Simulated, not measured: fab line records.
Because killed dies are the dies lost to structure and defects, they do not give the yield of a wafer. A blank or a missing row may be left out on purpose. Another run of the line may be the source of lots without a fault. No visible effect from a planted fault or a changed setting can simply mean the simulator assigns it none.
The tool behind it: which one? + flow n5Finfet + 23 lots with 69 wafers sampled at 6 steps, on a route of 1938 steps

## WHAT THE GAUGES SHOWED, per wafer
Not one reading of a measure or inspect step in the record can be checked against a usual standard deviation.

## WHAT TOOL EACH LOT RAN ON (gives the tool, then ch and the chambers of the sampled wafers, and finally the start)
| lot  | N5_MOL_CONTACT_COAG_TI_SIL_19 | N5_MOL_CONTACT_COAG_ANNEAL_113  | N5_MOL_CONTACT_COAG_ETCH_89       | N5_MOL_CONTACT_COAG_ETCH_66      | N5_BEOL_M0_SAQP_PECVD_00        | N5_BEOL_M0_SAQP_ILD_DEP_01      |
|------|-------------------------------|---------------------------------|-----------------------------------|----------------------------------|---------------------------------|---------------------------------|
| L074 | pvdSputter-02, day 4 16:59    | rtpAnneal-01 ch 0, day 4 18:39  | rieDiel-06 ch 1,2,3, day 5 00:49  | rieDiel-06 ch 0,2,3, day 5 03:35 | pecvd-01 ch 0,1, day 5 08:40    | pecvd-01 ch 0,1, day 5 08:42    |
| L076 | pvdSputter-02, day 5 06:27    | rtpAnneal-01 ch 0, day 5 08:05  | rieDiel-01 ch 0,3, day 5 14:09    | rieDiel-01 ch 1,2, day 5 15:34   | pecvd-01 ch 0,2, day 5 21:53    | pecvd-01 ch 0,2, day 5 21:55    |
| L077 | pvdSputter-03, day 5 11:38    | rtpAnneal-01 ch 0, day 5 13:22  | rieDiel-01 ch 1,2, day 5 20:16    | rieDiel-01 ch 0,1,3, day 5 22:35 | pecvd-04 ch 0,1, day 6 03:31    | pecvd-04 ch 0,1, day 6 03:32    |
| L078 | pvdSputter-01, day 5 21:52    | rtpAnneal-02 ch 0, day 5 23:57  | rieDiel-02 ch 0,1,3, day 6 05:58  | rieDiel-06 ch 0,1,2, day 6 07:26 | pecvd-02 ch 0,2, day 6 14:41    | pecvd-02 ch 0,2, day 6 14:43    |
| L079 | pvdSputter-02, day 5 22:53    | rtpAnneal-01 ch 0, day 6 01:02  | rieDiel-01 ch 0,2, day 6 06:40    | rieDiel-02 ch 0,1,2, day 6 07:56 | pecvd-01 ch 0,1, day 6 14:42    | pecvd-01 ch 0,1, day 6 14:44    |
| L080 | pvdSputter-01, day 6 10:57    | rtpAnneal-02 ch 0, day 6 13:37  | rieDiel-01 ch 0,1, day 6 20:56    | rieDiel-06 ch 1,3, day 6 22:20   | pecvd-01 ch 0,1, day 7 03:14    | pecvd-01 ch 0,1, day 7 03:16    |
| L081 | pvdSputter-03, day 6 13:28    | rtpAnneal-02 ch 0, day 6 17:37  | rieDiel-01 ch 2,3, day 6 23:35    | rieDiel-02 ch 0,1, day 7 01:04   | pecvd-01 ch 0,2, day 7 06:14    | pecvd-01 ch 0,2, day 7 06:16    |
| L082 | pvdSputter-01, day 6 19:14    | rtpAnneal-01 ch 0, day 6 20:44  | rieDiel-06 ch 1,2, day 7 04:10    | rieDiel-06 ch 2,3, day 7 05:26   | pecvd-04 ch 1,2, day 7 10:21    | pecvd-04 ch 1,2, day 7 10:23    |
| L083 | pvdSputter-02, day 7 02:42    | rtpAnneal-01 ch 0, day 7 06:08  | rieDiel-02 ch 0,1, day 7 11:53    | rieDiel-02 ch 0,1, day 7 13:15   | pecvd-01 ch 0,1, day 7 18:47    | pecvd-01 ch 0,1, day 7 18:49    |
| L084 | pvdSputter-02, day 7 11:14    | rtpAnneal-01 ch 0, day 7 13:28  | rieDiel-06 ch 1,2,3, day 7 21:29  | rieDiel-01 ch 0,1, day 8 00:00   | pecvd-02 ch 0,1,2, day 8 05:17  | pecvd-02 ch 0,1,2, day 8 05:18  |
| L085 | pvdSputter-01, day 7 12:29    | rtpAnneal-01 ch 0, day 7 18:07  | rieDiel-02 ch 1,2,3, day 8 01:07  | rieDiel-06 ch 1,2, day 8 02:30   | pecvd-02 ch 0,2, day 8 08:35    | pecvd-02 ch 0,2, day 8 08:37    |
| L086 | pvdSputter-01, day 7 20:19    | rtpAnneal-02 ch 0, day 8 00:47  | rieDiel-02 ch 0,1,3, day 8 08:11  | rieDiel-01 ch 1,3, day 8 09:28   | pecvd-02 ch 0,1, day 8 14:28    | pecvd-02 ch 0,1, day 8 14:30    |
| L087 | pvdSputter-01, day 8 06:35    | rtpAnneal-02 ch 0, day 8 08:48  | rieDiel-06 ch 0,3, day 8 17:53    | rieDiel-06 ch 0,2,3, day 8 20:18 | pecvd-02 ch 1,2, day 9 01:15    | pecvd-02 ch 1,2, day 9 01:17    |
| L088 | pvdSputter-01, day 8 08:14    | rtpAnneal-01 ch 0, day 8 11:33  | rieDiel-06 ch 0,2, day 8 20:31    | rieDiel-06 ch 0,1,2, day 8 22:13 | pecvd-01 ch 0,2, day 9 04:14    | pecvd-01 ch 0,2, day 9 04:16    |
| L089 | pvdSputter-01, day 8 13:40    | rtpAnneal-02 ch 0, day 8 15:35  | rieDiel-01 ch 1,2, day 9 00:02    | rieDiel-06 ch 0,1,3, day 9 01:26 | pecvd-01 ch 1,2, day 9 07:14    | pecvd-01 ch 1,2, day 9 07:16    |
| L091 | pvdSputter-02, day 9 02:13    | rtpAnneal-02 ch 0, day 9 05:06  | rieDiel-06 ch 1,2,3, day 9 11:52  | rieDiel-01 ch 1,3, day 9 13:15   | pecvd-01 ch 0,1, day 9 18:31    | pecvd-01 ch 0,1, day 9 18:33    |
| L090 | pvdSputter-02, day 9 02:19    | rtpAnneal-01 ch 0, day 9 05:41  | rieDiel-02 ch 0,2,3, day 9 12:05  | rieDiel-01 ch 0,1,3, day 9 13:41 | pecvd-01 ch 0,1, day 9 21:31    | pecvd-01 ch 0,1, day 9 21:33    |
| L092 | pvdSputter-02, day 9 11:26    | rtpAnneal-02 ch 0, day 9 13:16  | rieDiel-02 ch 1,2,3, day 9 19:37  | rieDiel-02 ch 0,2,3, day 9 21:01 | pecvd-04 ch 0,1,2, day 10 02:56 | pecvd-04 ch 0,1,2, day 10 02:58 |
| L093 | pvdSputter-01, day 9 15:08    | rtpAnneal-01 ch 0, day 9 17:10  | rieDiel-02 ch 0,3, day 10 01:28   | rieDiel-02 ch 0,2, day 10 03:16  | pecvd-01 ch 0, day 10 09:03     | pecvd-01 ch 0, day 10 09:05     |
| L094 | pvdSputter-01, day 9 20:33    | rtpAnneal-01 ch 0, day 9 22:38  | rieDiel-01 ch 1,2, day 10 04:43   | rieDiel-06 ch 1,3, day 10 06:03  | pecvd-02 ch 0,1, day 10 12:02   | pecvd-02 ch 0,1, day 10 12:04   |
| L095 | pvdSputter-02, day 10 03:42   | rtpAnneal-02 ch 0, day 10 06:16 | rieDiel-02 ch 0,3, day 10 11:38   | rieDiel-02 ch 2,3, day 10 13:02  | pecvd-02 ch 0,2, day 10 17:56   | pecvd-02 ch 0,2, day 10 17:58   |
| L096 | pvdSputter-02, day 10 12:10   | rtpAnneal-02 ch 0, day 10 14:23 | rieDiel-02 ch 2,3, day 10 22:04   | rieDiel-06 ch 0,1, day 10 23:35  | pecvd-02 ch 0,1, day 11 04:35   | pecvd-02 ch 0,1, day 11 04:36   |
| L097 | pvdSputter-02, day 10 15:45   | rtpAnneal-02 ch 0, day 10 18:15 | rieDiel-01 ch 0,1,2, day 11 03:35 | rieDiel-06 ch 1,2, day 11 04:52  | pecvd-04 ch 0,1, day 11 12:35   | pecvd-04 ch 0,1, day 11 12:36   |
- N5_MOL_CONTACT_COAG_TI_SIL_19: material Ti, target thk 4.2 nm, time 15 s.
- N5_MOL_CONTACT_COAG_ANNEAL_113: time 300 s.
- N5_MOL_CONTACT_COAG_ETCH_89: etches underlayer in N2/H2, target depth 13 nm, time 10.4 s.
- N5_MOL_CONTACT_COAG_ETCH_66: etches SiARC in CF4, target depth 13 nm, time 21.7 s.
- N5_BEOL_M0_SAQP_PECVD_00: deposits SiCN from 3MS/NH3, target thk 8 nm, time 14 s.
- N5_BEOL_M0_SAQP_ILD_DEP_01: deposits SiOC from DEMS/O2, target thk 45.419 nm, time 8.7 s.

## AS READ BY THE TOOLS THEMSELVES (means over the sampled wafers that have a number; for cases with no such wafer, the mark the record gives instead)
N5_MOL_CONTACT_COAG_TI_SIL_19. Usual: cathodeDcPowerW 5000.0 W, standard deviation 0.96; throttleValvePct 30.0 %, standard deviation 0.98.
| lot  | tool          | cathodeDcPowerW (W) | throttleValvePct (%) | flag |
|------|---------------|---------------------|----------------------|------|
| L074 | pvdSputter-02 | 5000.4              | 29.2                 |      |
| L076 | pvdSputter-02 | 5000.0              | 29.4                 |      |
| L077 | pvdSputter-03 | 5001.1              | 30.5                 |      |
| L078 | pvdSputter-01 | 4999.3              | 30.3                 |      |
| L079 | pvdSputter-02 | 4999.6              | 29.4                 |      |
| L080 | pvdSputter-01 | 5000.1              | 30.5                 |      |
| L081 | pvdSputter-03 | 4999.3              | 30.7                 |      |
| L082 | pvdSputter-01 | 5001.2              | 31.5                 |      |
| L083 | pvdSputter-02 | 4999.8              | 29.3                 |      |
| L084 | pvdSputter-02 | 5000.1              | 29.2                 |      |
| L085 | pvdSputter-01 | 4999.8              | 31.3                 |      |
| L086 | pvdSputter-01 | 4999.8              | 31.0                 |      |
| L087 | pvdSputter-01 | 4999.8              | 30.8                 |      |
| L088 | pvdSputter-01 | 5000.3              | 31.0                 |      |
| L089 | pvdSputter-01 | 4999.0              | 30.7                 |      |
| L091 | pvdSputter-02 | 5000.0              | 29.0                 |      |
| L090 | pvdSputter-02 | 5000.0              | 29.0                 |      |
| L092 | pvdSputter-02 | 5000.3              | 29.1                 |      |
| L093 | pvdSputter-01 | 4999.9              | 30.6                 |      |
| L094 | pvdSputter-01 | 5000.8              | 31.3                 |      |
| L095 | pvdSputter-02 | 5000.8              | 29.1                 |      |
| L096 | pvdSputter-02 | 5000.2              | 29.1                 |      |
| L097 | pvdSputter-02 | 4999.3              | 29.2                 |      |

N5_MOL_CONTACT_COAG_ANNEAL_113. Usual: lampPowerPct 2.32 %, standard deviation 0.21; wafer_temp_C_max 402.1, standard deviation 1.2.
| lot  | tool         | lampPowerPct (%) | wafer_temp_C_max | flag |
|------|--------------|------------------|------------------|------|
| L074 | rtpAnneal-01 | 2.52             | 403.7            |      |
| L076 | rtpAnneal-01 | 2.52             | 403.3            |      |
| L077 | rtpAnneal-01 | 2.52             | 403.5            |      |
| L078 | rtpAnneal-02 | 2.09             | 400.8            |      |
| L079 | rtpAnneal-01 | 2.52             | 403.2            |      |
| L080 | rtpAnneal-02 | 2.09             | 400.7            |      |
| L081 | rtpAnneal-02 | 2.10             | 401.0            |      |
| L082 | rtpAnneal-01 | 2.52             | 402.6            |      |
| L083 | rtpAnneal-01 | 2.52             | 403.3            |      |
| L084 | rtpAnneal-01 | 2.52             | 403.5            |      |
| L085 | rtpAnneal-01 | 2.52             | 402.7            |      |
| L086 | rtpAnneal-02 | 2.09             | 401.2            |      |
| L087 | rtpAnneal-02 | 2.09             | 400.8            |      |
| L088 | rtpAnneal-01 | 2.52             | 403.2            |      |
| L089 | rtpAnneal-02 | 2.09             | 400.7            |      |
| L091 | rtpAnneal-02 | 2.09             | 400.9            |      |
| L090 | rtpAnneal-01 | 2.52             | 403.2            |      |
| L092 | rtpAnneal-02 | 2.09             | 401.1            |      |
| L093 | rtpAnneal-01 | 2.52             | 402.8            |      |
| L094 | rtpAnneal-01 | 2.52             | 403.3            |      |
| L095 | rtpAnneal-02 | 2.09             | 400.9            |      |
| L096 | rtpAnneal-02 | 2.10             | 401.0            |      |
| L097 | rtpAnneal-02 | 2.09             | 400.8            |      |

N5_MOL_CONTACT_COAG_ETCH_89. Usual: value, then standard deviation, for each; chamberPressureMTorr 30.002 mTorr / 0.028; drypumpMotorCurrentA 5.7 A / 0.54; etchRfOnTimeS 10.45 s / 0.22; oesProductAu 0.68 a.u. / 0.091; rfVppV 523.1 V / 2.7; showerheadPlenumPTorr 2.51 Torr / 0.092; throttleValvePct 17.84 % / 0.21.
| lot  | tool       | chamberPressureMTorr (mTorr) | drypumpMotorCurrentA (A) | etchRfOnTimeS (s) | oesProductAu (a.u.) | rfVppV (V) | showerheadPlenumPTorr (Torr) | throttleValvePct (%) | flag |
|------|------------|------------------------------|--------------------------|-------------------|---------------------|------------|------------------------------|----------------------|------|
| L074 | rieDiel-06 | 30.000                       | 5.2                      | 10.45             | 0.69                | 523.4      | 2.56                         | 17.77                |      |
| L076 | rieDiel-01 | 29.997                       | 6.0                      | 10.52             | 0.65                | 523.6      | 2.54                         | 17.86                |      |
| L077 | rieDiel-01 | 29.991                       | 6.2                      | 10.53             | 0.60                | 522.8      | 2.50                         | 18.13                |      |
| L078 | rieDiel-02 | 29.993                       | 5.8                      | 10.59             | 0.61                | 519.9      | 2.42                         | 17.88                |      |
| L079 | rieDiel-01 | 29.982                       | 5.7                      | 10.59             | 0.65                | 524.9      | 2.53                         | 17.78                |      |
| L080 | rieDiel-01 | 29.988                       | 6.5                      | 10.48             | 0.62                | 523.3      | 2.52                         | 18.10                |      |
| L081 | rieDiel-01 | 30.031                       | 5.8                      | 10.20             | 0.75                | 523.8      | 2.50                         | 17.77                |      |
| L082 | rieDiel-06 | 30.012                       | 5.1                      | 10.40             | 0.71                | 524.9      | 2.56                         | 17.73                |      |
| L083 | rieDiel-02 | 30.038                       | 5.5                      | 10.50             | 0.61                | 520.7      | 2.42                         | 17.96                |      |
| L084 | rieDiel-06 | 30.011                       | 5.2                      | 10.41             | 0.74                | 522.9      | 2.54                         | 17.69                |      |
| L085 | rieDiel-02 | 30.006                       | 5.7                      | 10.59             | 0.66                | 523.0      | 2.52                         | 17.81                |      |
| L086 | rieDiel-02 | 29.982                       | 5.9                      | 10.56             | 0.59                | 520.6      | 2.42                         | 17.91                |      |
| L087 | rieDiel-06 | 30.001                       | 5.5                      | 10.15             | 0.82                | 526.3      | 2.64                         | 17.66                |      |
| L088 | rieDiel-06 | 30.009                       | 5.5                      | 10.36             | 0.76                | 526.3      | 2.63                         | 17.94                |      |
| L089 | rieDiel-01 | 29.990                       | 5.7                      | 10.29             | 0.83                | 523.7      | 2.49                         | 17.53                |      |
| L091 | rieDiel-06 | 29.988                       | 5.2                      | 10.31             | 0.72                | 522.4      | 2.54                         | 17.71                |      |
| L090 | rieDiel-02 | 29.992                       | 5.8                      | 10.34             | 0.67                | 522.9      | 2.52                         | 17.88                |      |
| L092 | rieDiel-02 | 30.019                       | 5.8                      | 10.66             | 0.64                | 522.9      | 2.51                         | 17.84                |      |
| L093 | rieDiel-02 | 30.025                       | 6.2                      | 10.52             | 0.59                | 520.4      | 2.43                         | 17.95                |      |
| L094 | rieDiel-01 | 29.997                       | 5.7                      | 10.18             | 0.80                | 522.5      | 2.49                         | 17.55                |      |
| L095 | rieDiel-02 | 29.992                       | 6.2                      | 10.61             | 0.59                | 520.6      | 2.43                         | 17.95                |      |
| L096 | rieDiel-02 | 30.023                       | 6.2                      | 10.48             | 0.64                | 522.3      | 2.52                         | 17.85                |      |
| L097 | rieDiel-01 | 29.967                       | 6.0                      | 10.55             | 0.73                | 522.0      | 2.51                         | 17.68                |      |

N5_MOL_CONTACT_COAG_ETCH_66. Usual: value, then standard deviation, for each; chamberPressureMTorr 40.00 mTorr / 0.039; drypumpMotorCurrentA 5.6 A / 0.51; etchRfOnTimeS 21.7 s / 0.56; oesProductAu 0.69 a.u. / 0.088; rfVppV 183.9 V / 1.2; showerheadPlenumPTorr 2.13 Torr / 0.068; throttleValvePct 15.58 % / 0.23.
| lot  | tool       | chamberPressureMTorr (mTorr) | drypumpMotorCurrentA (A) | etchRfOnTimeS (s) | oesProductAu (a.u.) | rfVppV (V) | showerheadPlenumPTorr (Torr) | throttleValvePct (%) | flag |
|------|------------|------------------------------|--------------------------|-------------------|---------------------|------------|------------------------------|----------------------|------|
| L074 | rieDiel-06 | 39.97                        | 5.5                      | 21.4              | 0.66                | 184.3      | 2.10                         | 15.71                |      |
| L076 | rieDiel-01 | 39.98                        | 6.1                      | 21.5              | 0.60                | 183.2      | 2.11                         | 15.88                |      |
| L077 | rieDiel-01 | 40.02                        | 6.3                      | 22.2              | 0.61                | 183.8      | 2.13                         | 15.89                |      |
| L078 | rieDiel-06 | 39.99                        | 5.3                      | 21.8              | 0.68                | 184.1      | 2.12                         | 15.66                |      |
| L079 | rieDiel-02 | 40.00                        | 5.5                      | 22.4              | 0.59                | 183.0      | 2.04                         | 15.75                |      |
| L080 | rieDiel-06 | 40.00                        | 5.0                      | 21.5              | 0.74                | 183.9      | 2.14                         | 15.30                |      |
| L081 | rieDiel-02 | 40.01                        | 5.5                      | 22.4              | 0.60                | 183.5      | 2.04                         | 15.72                |      |
| L082 | rieDiel-06 | 40.03                        | 5.4                      | 21.0              | 0.80                | 184.4      | 2.13                         | 15.34                |      |
| L083 | rieDiel-02 | 40.03                        | 5.5                      | 22.0              | 0.60                | 182.9      | 2.04                         | 15.71                |      |
| L084 | rieDiel-01 | 40.01                        | 6.5                      | 21.7              | 0.77                | 184.1      | 2.12                         | 15.57                |      |
| L085 | rieDiel-06 | 39.96                        | 5.1                      | 21.8              | 0.70                | 184.7      | 2.16                         | 15.53                |      |
| L086 | rieDiel-01 | 39.98                        | 6.5                      | 21.0              | 0.82                | 184.5      | 2.11                         | 15.58                |      |
| L087 | rieDiel-06 | 40.00                        | 5.4                      | 21.4              | 0.78                | 184.2      | 2.18                         | 15.43                |      |
| L088 | rieDiel-06 | 40.06                        | 5.3                      | 21.5              | 0.74                | 184.9      | 2.20                         | 15.53                |      |
| L089 | rieDiel-06 | 39.99                        | 5.2                      | 21.4              | 0.76                | 185.9      | 2.18                         | 15.31                |      |
| L091 | rieDiel-01 | 39.94                        | 6.3                      | 21.4              | 0.78                | 183.9      | 2.11                         | 15.61                |      |
| L090 | rieDiel-01 | 39.99                        | 6.3                      | 21.7              | 0.74                | 183.9      | 2.12                         | 15.60                |      |
| L092 | rieDiel-02 | 40.01                        | 5.8                      | 21.6              | 0.67                | 183.4      | 2.12                         | 15.54                |      |
| L093 | rieDiel-02 | 40.04                        | 5.5                      | 21.9              | 0.67                | 183.2      | 2.11                         | 15.63                |      |
| L094 | rieDiel-06 | 40.02                        | 5.0                      | 21.7              | 0.70                | 184.2      | 2.13                         | 15.35                |      |
| L095 | rieDiel-02 | 40.00                        | 5.8                      | 22.0              | 0.71                | 184.8      | 2.19                         | 15.48                |      |
| L096 | rieDiel-06 | 40.00                        | 5.1                      | 21.7              | 0.71                | 184.1      | 2.19                         | 15.43                |      |
| L097 | rieDiel-06 | 40.01                        | 5.3                      | 21.6              | 0.69                | 184.2      | 2.15                         | 15.71                |      |

N5_BEOL_M0_SAQP_PECVD_00. Usual: showerheadPlenumPTorr 3.668 Torr, standard deviation 0.014; throttleValvePct 9.3 %, standard deviation 0.63.
| lot  | tool     | showerheadPlenumPTorr (Torr) | throttleValvePct (%) | flag |
|------|----------|------------------------------|----------------------|------|
| L074 | pecvd-01 | 3.661                        | 8.8                  |      |
| L076 | pecvd-01 | 3.680                        | 9.2                  |      |
| L077 | pecvd-04 | 3.659                        | 9.9                  |      |
| L078 | pecvd-02 | 3.667                        | 9.5                  |      |
| L079 | pecvd-01 | 3.663                        | 8.6                  |      |
| L080 | pecvd-01 | 3.673                        | 9.1                  |      |
| L081 | pecvd-01 | 3.675                        | 9.1                  |      |
| L082 | pecvd-04 | 3.654                        | 8.7                  |      |
| L083 | pecvd-01 | 3.672                        | 9.1                  |      |
| L084 | pecvd-02 | 3.677                        | 9.4                  |      |
| L085 | pecvd-02 | 3.663                        | 9.6                  |      |
| L086 | pecvd-02 | 3.663                        | 9.6                  |      |
| L087 | pecvd-02 | 3.684                        | 9.1                  |      |
| L088 | pecvd-01 | 3.679                        | 9.3                  |      |
| L089 | pecvd-01 | 3.665                        | 8.7                  |      |
| L091 | pecvd-01 | 3.670                        | 8.9                  |      |
| L090 | pecvd-01 | 3.660                        | 8.8                  |      |
| L092 | pecvd-04 | 3.659                        | 9.5                  |      |
| L093 | pecvd-01 | 3.682                        | 9.4                  |      |
| L094 | pecvd-02 | 3.661                        | 9.7                  |      |
| L095 | pecvd-02 | 3.672                        | 9.5                  |      |
| L096 | pecvd-02 | 3.660                        | 9.7                  |      |
| L097 | pecvd-04 | 3.668                        | 10.4                 |      |

N5_BEOL_M0_SAQP_ILD_DEP_01. Usual: heaterPowerW 509 W, standard deviation 47; showerheadPlenumPTorr 5.698 Torr, standard deviation 0.015; throttleValvePct 12.2 %, standard deviation 0.86.
| lot  | tool     | heaterPowerW (W) | showerheadPlenumPTorr (Torr) | throttleValvePct (%) | flag |
|------|----------|------------------|------------------------------|----------------------|------|
| L074 | pecvd-01 | 551              | 5.691                        | 11.6                 |      |
| L076 | pecvd-01 | 533              | 5.711                        | 12.2                 |      |
| L077 | pecvd-04 | 443              | 5.703                        | 13.0                 |      |
| L078 | pecvd-02 | 450              | 5.690                        | 12.4                 |      |
| L079 | pecvd-01 | 512              | 5.700                        | 11.6                 |      |
| L080 | pecvd-01 | 564              | 5.692                        | 11.9                 |      |
| L081 | pecvd-01 | 533              | 5.705                        | 12.1                 |      |
| L082 | pecvd-04 | 451              | 5.682                        | 11.3                 |      |
| L083 | pecvd-01 | 483              | 5.706                        | 12.1                 |      |
| L084 | pecvd-02 | 510              | 5.703                        | 12.5                 |      |
| L085 | pecvd-02 | 508              | 5.697                        | 12.6                 |      |
| L086 | pecvd-02 | 515              | 5.695                        | 12.8                 |      |
| L087 | pecvd-02 | 478              | 5.710                        | 12.0                 |      |
| L088 | pecvd-01 | 525              | 5.710                        | 12.4                 |      |
| L089 | pecvd-01 | 485              | 5.701                        | 11.6                 |      |
| L091 | pecvd-01 | 552              | 5.692                        | 11.7                 |      |
| L090 | pecvd-01 | 522              | 5.692                        | 11.8                 |      |
| L092 | pecvd-04 | 516              | 5.689                        | 12.7                 |      |
| L093 | pecvd-01 | 582              | 5.706                        | 12.6                 |      |
| L094 | pecvd-02 | 538              | 5.693                        | 12.8                 |      |
| L095 | pecvd-02 | 491              | 5.707                        | 12.5                 |      |
| L096 | pecvd-02 | 537              | 5.688                        | 12.7                 |      |
| L097 | pecvd-04 | 475              | 5.688                        | 14.1                 |      |

## THE ANSWER, worked out from the rows above alone
Rule: lot off if the mean of its wafers having a number is beyond 3 standard deviations from the usual mean. A lot without any number at a reading at which 4 lots or more have one is off too. All remaining lots with rows at the step are treated as sound. First the gauges in route order, then the tools' own readings, where a lot's mean is used as printed above. The first step at which some lot is off is used, and at that step the reading that is off furthest; a lot without a number counts as furthest.
Nothing can be told from this: no lot is off at any reading shown.

## WHAT THE SIMULATOR HAD INSERTED
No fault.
